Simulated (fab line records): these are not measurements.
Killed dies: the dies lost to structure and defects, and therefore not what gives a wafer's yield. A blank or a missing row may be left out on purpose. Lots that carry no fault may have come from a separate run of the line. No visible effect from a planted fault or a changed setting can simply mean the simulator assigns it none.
Comparing a struck lot with a sound one + flow n5 finfet + 37 steps out of a route of 1938
Sound: these wafers, L525.1, L525.2, L525.5. Struck: wafer L534.6 (L534.1, L534.4, from the same lot, were not struck and are left out); the cause is given at the end.
Order at every step that has rows: each side's tool, ch and its chambers, its first start. Under that, the readings that differ: sound wafers + struck wafers + difference of the means + sigmas: that difference in standard deviations of wafers without a fault.
alike: same words and numbers on both sides, and readings whose means sit less than 2 such deviations apart. not compared: any withheld reading, any reading some wafer has no value for, any bound like >300 that may hide the same value, and any number with overlapping values for which the record gives no deviation.
Wherever a step has rows on one side only, a row that says differs or no value, or a row with sigmas, the two part there. When numbers do not overlap yet have no deviation, they are printed without sigmas and do not part them. Lack of a reading on every wafer of one side parts them only where that side has two or more wafers.

first, 8 steps without rows for these wafers: N5_BEOL_M8_SPUTTER_48 (material Cu, target thk 10 nm, time 1.667 s); N5_BEOL_M8_ECD_50 (material Cu, target thk 300 nm); N5_BEOL_M8_ANNEAL_51 (time 90 s); N5_BEOL_M8_CMP_52 (polishes, stops on SiCOH lowk, t overpolish 6.9 s, target thk 80 nm); N5_BEOL_M8_PRE_CLEAN_55 (time 15 s); N5_BEOL_M8_DEP_56 (deposits SiCN from 3MS/NH3, target thk 10 nm, time 17.5 s); N5_BEOL_M9_ILD_DEP_00 (deposits SiCOH lowk from DEMS/porogen, target thk 308.51 nm, time 58 s); N5_BEOL_M9_CURE_71 (cures SiCOH lowk, time 240 s).
N5_BEOL_M9_PECVD_70: deposits SiO2 from TEOS/O2, target thk 20 nm, time 22.7 s.
  sound on pecvd-01 ch 0,1, day 10 08:01; struck on pecvd-01 ch 1, day 12 05:16
  alike: heater power w, showerhead plenum p Torr, susceptor temp C, throttle valve pct
  not compared: since wet clean h
then, 9 steps without rows for these wafers: N5_BEOL_M9_HM_DEP_02 (deposits TiN, target thk 20 nm); N5_BEOL_M9_COAT_59 (time 60 s, resist thk 100 nm); N5_BEOL_M9_COAT_60 (time 60 s, resist thk 30 nm); N5_BEOL_M9_COAT_05 (resist thk 90 nm); N5_BEOL_M9_EBR_07; N5_BEOL_M9_SOFTBAKE_06 (time 60 s); N5_BEOL_M9_EXPOSE_08 (exposes mask M9); N5_BEOL_M9_PEB_09 (peb time 60 s); N5_BEOL_M9_DEVELOP_10 (develop time 30 s).
N5_BEOL_M9_INSPECT_13: inspects for defects (brightfield).
  sound on defect inspect-01, day 10 08:32; struck on defect inspect-02, day 12 06:27
| reading          | sound       | struck | difference | sigmas |
|------------------|-------------|--------|------------|--------|
| raw defect count | 374 363 433 | 1339   | +949       | +12    |
then, 16 steps without rows for these wafers: N5_BEOL_M9_DESCUM_16 (chemistry O2, time 7.9 s); N5_BEOL_M9_ETCH_61 (etches SiARC in CF4, target depth 39 nm, time 65 s); N5_BEOL_M9_ETCH_62 (etches SOC in N2/H2, target depth 110 nm, overetch 22 nm, time 165 s); N5_BEOL_M9_STRIP_68 (strips in N2/H2); N5_BEOL_M9_STRIP_67 (strips in CF4); N5_BEOL_M9_HM_OPEN_17 (chemistry Cl2/BCl3, target TiN, target depth 20 nm, overetch 6 nm); N5_BEOL_M9_STRIP_19 (strips in O2); N5_BEOL_M9_COAT_63 (time 60 s, resist thk 60 nm); N5_BEOL_M9_COAT_64 (time 60 s, resist thk 12 nm); N5_BEOL_M9_COAT_75 (time 60 s, resist thk 5 nm); N5_BEOL_M9_COAT_22 (resist thk 30 nm); N5_BEOL_M9_EBR_24; N5_BEOL_M9_SOFTBAKE_23 (time 60 s); N5_BEOL_M9_EXPOSE_25 (exposes mask V8); N5_BEOL_M9_PEB_26 (peb time 60 s); N5_BEOL_M9_DEVELOP_27 (develop time 30 s).
N5_BEOL_M9_INSPECT_30: inspects for defects (brightfield).
  sound on defect inspect-02, day 10 10:10; struck on defect inspect-02, day 12 07:23
| reading          | sound       | struck | difference | sigmas |
|------------------|-------------|--------|------------|--------|
| raw defect count | 373 384 427 | 1359   | +964       | +13    |
-- record jumps: 3 days separate the struck wafers' starts on either side; left off in module BEOL_M9, taken up again in module PASSIVATION, whose first shown step is the route's number 1936 --
N5_PASSIVATION_PROBE_49:
  record: rows for the struck wafers here (prober-01, day 14 20:48), none for the sound ones

## WHERE THEY PART
Last at N5_PASSIVATION_PROBE_49 as far as this record goes, first at N5_BEOL_M9_INSPECT_13.

WHY: what had been put in by the simulator
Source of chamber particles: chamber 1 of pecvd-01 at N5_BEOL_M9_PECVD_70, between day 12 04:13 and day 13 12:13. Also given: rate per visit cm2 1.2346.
